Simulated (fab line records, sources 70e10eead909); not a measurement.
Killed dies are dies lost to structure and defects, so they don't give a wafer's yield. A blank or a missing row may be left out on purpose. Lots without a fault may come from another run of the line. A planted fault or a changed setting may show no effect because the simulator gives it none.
fab line records | flow nand_harc
record lots=7 wafers=21 last_day=24
route steps=1159 shown P_ZERO_WELL@29 END@1159
lots that met no fault: from a run of the same line without faults
start_h: hours from the record's first day to the start of the lot's first wafer shown | wait_h: hours since the lot's step before | " the same as in the row above | L1.1+2: a row that stands for several wafers | - no value, or no start given | * or withheld: withheld | < > ~ a bound
route shown NAME@n: a module of which the file shows steps, and the number in the route of the first | usual: mean/standard deviation of fault-free wafers | same: alike in all rows | chamber/n: place in a boat | sites: the reading at each site | _std_site: their standard deviation | _edge_site: outer sites' mean less inner sites' | radius_mm: how far each site lies from the wafer's centre | mask NAME#n: copy n | behind: the tool/chamber that last shaped the wafer | hold: why the lot was held/for how many hours/how that ended | device: the transistor (n, p or np) that didn't switch | end of line: the same wafers' tests at the end of the route | a step without rows: its recipe alone | killed: dies lost to structure and defects at the first sort, not the wafer's yield | map: a wafer's dies, x killed, . not, _ none there
set.NAME: the setting as run; set.NAME@STEP: as run at that earlier step | model.NAME: the simulator's own value behind a step, which no gauge read
lots at some steps of the route; a table a step, a row a wafer
services: from which hour (start_h, from the record's first day; less than 0 if before it) a tool's chamber was out of use, for how many hours, and why
## steps
# step NHARC_P_ZERO_WELL_CD_MEAS_24
# recipe target_cd_nm=720 landing_energy_ev=500
# usual cd_nm=718.7/2.3
# columns lot.wafer tool chamber start_h wait_h cd_nm
L693.1 cd_sem-01 0 32.45 - 718.9
L693.2 " 0 " " 721.8
L693.5 " 0 " " 722.3
L696.1 cd_sem-03 0 50.48 - 720.7
L696.4 " 0 " " 717.0
L696.6 " 0 " " 721.5
L698.2 cd_sem-01 0 62.47 - 717.9
L698.4 " 0 " " 718.5
L698.6 " 0 " " 718.2
L699.2 cd_sem-02 0 68.60 - 716.0
L699.4 " 0 " " 720.3
L699.5 " 0 " " 717.7
L701.3 cd_sem-02 0 80.46 - 719.5
L701.5 " 0 " " 720.3
L701.6 " 0 " " 715.9
L702.2 cd_sem-01 0 86.58 - 722.5
L702.4 " 0 " " 722.9
L702.5 " 0 " " 723.1
L713.1 cd_sem-01 0 152.33 - 720.2
L713.3 " 0 " " 719.4
L713.6 " 0 " " 718.9
# step NHARC_P_ZERO_WELL_HARDBAKE_25
# recipe temp_c=125 time_s=80
# step NHARC_P_ZERO_WELL_DESCUM_26
# recipe time_s=3 o2_flow_sccm=200 ar_flow_sccm=0 bias_power_w=0 chemistry=O2
# usual drypump_motor_current_A=5.9/0.38 o2_flow_sccm=200.1/0.61 oes_product_au=1.003/0.014 rf_vpp_V=57.8/0.88 showerhead_plenum_p_Torr=1.91/0.089 throttle_valve_pct=11.310/0.011
# columns lot.wafer tool chamber start_h wait_h drypump_motor_current_A o2_flow_sccm oes_product_au rf_hours_counter_h rf_vpp_V showerhead_plenum_p_Torr throttle_valve_pct
L693.1 rie_diel-04 1 32.61 - 5.6 199.4 0.990 6.8 59.0 2.06 11.326
L693.2 " 0 " " 6.1 198.7 1.003 7.3 58.5 1.98 11.315
L693.5 " 1 " " 5.6 200.3 0.987 - 58.0 2.06 11.305
L696.4 rie_diel-04 3 50.64 - 5.3 199.2 0.996 7.9 57.9 2.02 11.303
L696.1 " 0 " " 6.1 199.9 0.990 8.6 58.2 1.98 11.312
L696.6 " 0 " " 6.1 199.4 1.000 - 57.9 1.98 11.293
L698.4 rie_diel-05 3 62.63 - 5.2 198.9 1.012 5.3 58.0 1.81 11.324
L698.2 " 0 " " 6.4 200.4 1.002 4.9 57.5 1.90 11.304
L698.6 " 0 " " 6.3 199.9 1.003 - 58.2 1.90 11.302
L699.2 rie_diel-13 3 68.77 - 5.9 199.9 0.995 5.8 58.6 1.96 11.297
L699.4 " 0 " " 6.0 201.2 1.024 5.9 57.1 1.79 11.301
L699.5 " 2 " " 6.1 200.3 1.038 - 57.2 1.78 11.298
L701.3 rie_diel-04 1 80.65 - 5.7 199.8 0.994 9.6 58.1 2.06 11.324
L701.6 " 2 " " 6.0 200.4 0.998 - 57.2 1.84 11.330
L701.5 " 3 " " 5.3 199.5 1.005 - 58.6 2.03 11.308
L702.4 rie_diel-04 1 86.73 - 5.7 200.5 0.990 9.6 57.6 2.06 11.305
L702.2 " 2 " " 6.0 200.0 0.988 7.0 57.2 1.84 11.310
L702.5 " 1 " " 5.7 199.3 0.981 - 58.0 2.05 11.322
L713.1 rie_diel-04 2 152.51 - 6.0 199.8 0.999 3.5 57.0 1.84 11.307
L713.3 " 3 " " 5.3 199.4 1.008 3.3 58.8 2.02 11.321
L713.6 " 2 " " 6.0 199.6 1.002 - 56.6 1.84 11.319
# step NHARC_P_ZERO_WELL_IMPLANT_27
# recipe energy_kev=600 dose_cm2=1e+13 tilt_deg=7
# step NHARC_P_ZERO_WELL_IMPLANT_57
# recipe energy_kev=250 dose_cm2=4e+12 tilt_deg=7
# step NHARC_P_ZERO_WELL_IMPLANT_58
# recipe energy_kev=100 dose_cm2=2e+12 tilt_deg=7
# step NHARC_P_ZERO_WELL_STRIP_28
# recipe time_s=840 temp_c=130 chemistry=SPM
# step NHARC_P_ZERO_WELL_DEHYDRATE_29
# recipe temp_c=150 time_s=120
# step NHARC_P_ZERO_WELL_HMDS_30
# recipe time_s=30
# step NHARC_P_ZERO_WELL_COAT_31
# recipe spin_rpm=withheld
# step NHARC_P_ZERO_WELL_SOFTBAKE_32
# recipe temp_c=122 time_s=95
# step NHARC_P_ZERO_WELL_EBR_33
# step NHARC_P_ZERO_WELL_EXPOSE_34
# recipe na=0.6 target_cd_nm=720 dose_mj=22.31 mask_id=P_PWELL
# usual exposure_dose_mJ_cm2=22.307/0.024
# same na=0.6
# columns lot.wafer tool chamber start_h wait_h mask exposure_dose_mJ_cm2
L693.1 krf_scanner-02 0 33.92 - P_PWELL#0 22.294
L693.2 " 0 " " P_PWELL#0 22.322
L693.5 " 0 " " P_PWELL#0 22.317
L696.1 krf_scanner-02 0 51.97 - P_PWELL#0 32.863
L696.4 " 0 " " P_PWELL#0 32.838
L696.6 " 0 " " P_PWELL#0 32.841
L698.2 krf_scanner-02 0 63.97 - P_PWELL#0 32.827
L698.4 " 0 " " P_PWELL#0 32.859
L698.6 " 0 " " P_PWELL#0 32.839
L699.2 krf_scanner-02 0 69.96 - P_PWELL#0 32.867
L699.4 " 0 " " P_PWELL#0 32.887
L699.5 " 0 " " P_PWELL#0 32.828
L701.3 krf_scanner-01 0 81.88 - P_PWELL#0 22.306
L701.5 " 0 " " P_PWELL#0 22.291
L701.6 " 0 " " P_PWELL#0 22.281
L702.2 krf_scanner-03 0 88.06 - P_PWELL#0 22.300
L702.4 " 0 " " P_PWELL#0 22.329
L702.5 " 0 " " P_PWELL#0 22.307
L713.1 krf_scanner-01 0 153.85 - P_PWELL#0 22.304
L713.3 " 0 " " P_PWELL#0 22.319
L713.6 " 0 " " P_PWELL#0 22.278
# step NHARC_P_ZERO_WELL_PEB_35
# recipe peb_temp_c=118 peb_time_s=85
# step NHARC_P_ZERO_WELL_DEVELOP_36
# recipe time_s=70
# step NHARC_P_ZERO_WELL_CD_MEAS_37
# recipe target_cd_nm=720 landing_energy_ev=500
# usual cd_nm=720.2/2.5
# columns lot.wafer tool chamber start_h wait_h cd_nm
L693.1 cd_sem-01 0 34.08 - 723.8
L693.2 " 0 " " 718.6
L693.5 " 0 " " 722.7
L696.1 cd_sem-03 0 52.13 - 784.3
L696.4 " 0 " " 788.0
L696.6 " 0 " " 785.0
L698.2 cd_sem-03 0 64.12 - 789.5
L698.4 " 0 " " 791.5
L698.6 " 0 " " 788.0
L699.2 cd_sem-02 0 70.13 - 785.5
L699.4 " 0 " " 786.0
L699.5 " 0 " " 789.1
L701.3 cd_sem-02 0 82.03 - 720.5
L701.5 " 0 " " 720.4
L701.6 " 0 " " 723.7
L702.2 cd_sem-03 0 88.21 - 718.3
L702.4 " 0 " " 719.5
L702.5 " 0 " " 721.2
L713.1 cd_sem-02 0 154.01 - 713.5
L713.3 " 0 " " 720.9
L713.6 " 0 " " 718.8
# step NHARC_P_ZERO_WELL_HARDBAKE_38
# recipe temp_c=125 time_s=80
# step NHARC_END_SORT_01
# recipe temp_c=25
# usual killed_at_array=30/10 killed_at_other=0.5/0.82 killed_at_periphery=2.9/2 killed_dies=34/11 killed_open=3.2/1.8 killed_short=2.0/1.4
# same gross_dies=677
# columns lot.wafer tool chamber start_h wait_h killed_at_array killed_at_other killed_at_periphery killed_dies killed_open killed_short
L696.1 prober-01 0 481.84 2.5 33 2 3 38 6 5
L696.4 prober-01 0 484.21 3.4 25 1 8 34 1 4
L696.6 prober-01 0 485.80 4.0 14 0 6 20 1 1
L713.1 prober-01 0 582.03 2.5 26 0 3 29 6 1
L713.3 prober-01 0 583.63 3.1 20 1 6 27 6 2
L713.6 prober-01 0 586.04 4.0 16 2 7 25 6 2
# killed by level:class
L696.1 A_CONTACT:chamber_film_flake=8 A_WL_FILL:chamber_film_flake=6 A_CHANNEL_HOLE_D1:chamber_film_flake=3 A_STAIRCASE:chamber_film_flake=3 A_ONON_D1:geometric_particle:open=2 A_CHANNEL_HOLE_D1:geometric_particle:open=2 A_CHANNEL_FILL_D1:geometric_particle:short=2 A_M0:geometric_particle:open=2
L696.4 A_CONTACT:chamber_film_flake=9 A_CHANNEL_HOLE_D1:chamber_film_flake=5 P_CONTACT:chamber_film_flake=4 A_STAIRCASE:chamber_film_flake=4 A_ONON_D1:geometric_particle:short=2 A_ZERO_WELL:chamber_film_flake=2 A_WL_FILL:chamber_film_flake=2 P_ZERO_WELL:area_expose=2
L696.6 A_CONTACT:chamber_film_flake=5 A_STAIRCASE:chamber_film_flake=4 A_WL_FILL:chamber_film_flake=3 P_ZERO_WELL:area_expose=3 P_CONTACT:chamber_film_flake=2 P_M0:geometric_particle:short=1 A_CONTACT:geometric_particle:open=1 A_CHANNEL_HOLE_D1:chamber_film_flake=1
L713.1 A_CHANNEL_HOLE_D1:chamber_film_flake=15 A_WL_FILL:geometric_particle:open=4 A_STAIRCASE:chamber_film_flake=3 P_CONTACT:geometric_particle:open=1 A_CHANNEL_HOLE_D1:geometric_particle:open=1 A_WL_FILL:geometric_particle:short=1 P_ZERO_WELL:chamber_film_flake=1 P_GATE:chamber_film_flake=1
L713.3 A_CHANNEL_HOLE_D1:chamber_film_flake=5 A_STAIRCASE:chamber_film_flake=5 P_GATE:chamber_film_flake=3 A_WL_FILL:geometric_particle:open=2 A_CHANNEL_FILL_D1:chamber_film_flake=2 A_SLIT:chamber_film_flake=2 P_STI:geometric_particle:open=1 P_GATE:geometric_particle:open=1
L713.6 A_CONTACT:geometric_particle:open=4 A_CHANNEL_HOLE_D1:chamber_film_flake=4 P_GATE:chamber_film_flake=3 A_STAIRCASE:chamber_film_flake=3 P_M2:chamber_film_flake=2 P_M0:geometric_particle:open=1 A_SGD_CUT:geometric_particle:short=1 A_BLC:geometric_particle:open=1
## services
# columns tool chamber start_h hours kind
rie_diel-04 0 17.40 - clean
rie_diel-04 1 17.40 - clean
rie_diel-04 2 17.40 - clean
rie_diel-04 3 17.40 - clean
rie_diel-13 2 39.08 6.7 repair
rie_diel-04 0 41.90 - clean
rie_diel-04 1 41.90 - clean
rie_diel-04 2 41.90 - clean
rie_diel-04 3 41.90 - clean
krf_scanner-03 - 44.62 7.2 repair
rie_diel-04 0 66.40 - clean
rie_diel-04 1 66.40 - clean
rie_diel-04 2 66.40 - clean
rie_diel-04 3 66.40 - clean
rie_diel-05 1 68.26 2.9 repair
krf_scanner-03 - 74.83 1.8 repair
krf_scanner-02 - 77.34 4.0 pm
krf_scanner-01 - 84.00 4.0 pm
rie_diel-05 1 89.00 6.6 repair
rie_diel-04 0 90.96 - clean
krf_scanner-03 - 93.72 6.3 repair
rie_diel-04 - 111.90 9.0 pm
krf_scanner-01 - 122.40 4.9 repair
rie_diel-13 - 126.02 9.0 pm
## key
first_sign step=NHARC_P_ZERO_WELL_EXPOSE_34 reading=exposure_dose_mJ_cm2 direction=up sigmas=99+ usual=22.307 struck=32.850
effect step=NHARC_P_ZERO_WELL_CD_MEAS_37 reading=cd_nm direction=up sigmas=27 usual=720.2 struck=787.4
met_at NHARC_P_ZERO_WELL_EXPOSE_34
struck_wafers L696.1,L696.4,L696.6,L698.2,L698.4,L698.6,L699.2,L699.4,L699.5
rows_end L698.2,L698.4,L698.6,L699.2,L699.4,L699.5
tester_left_out L696
onset_between 33.92 51.97
fault kind=process_parameter_drift tool=krf_scanner-02 chamber=- onset_h=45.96 steps=NHARC_P_ZERO_WELL_EXPOSE_34 channel=dose_mj offset=10.541 shape=step acts_in=these_recipes_only stated=22.31
# tester_left_out: of these lots the tester's yield and bins aren't shown, on N5 and GAA mostly nor the transistor test; their killed dies are dies lost to structure and defects alone, not to doping, threshold or leakage, so they don't give the yield
# rows_end: these wafers met a further fault down the route, and their rows from its step on are left out
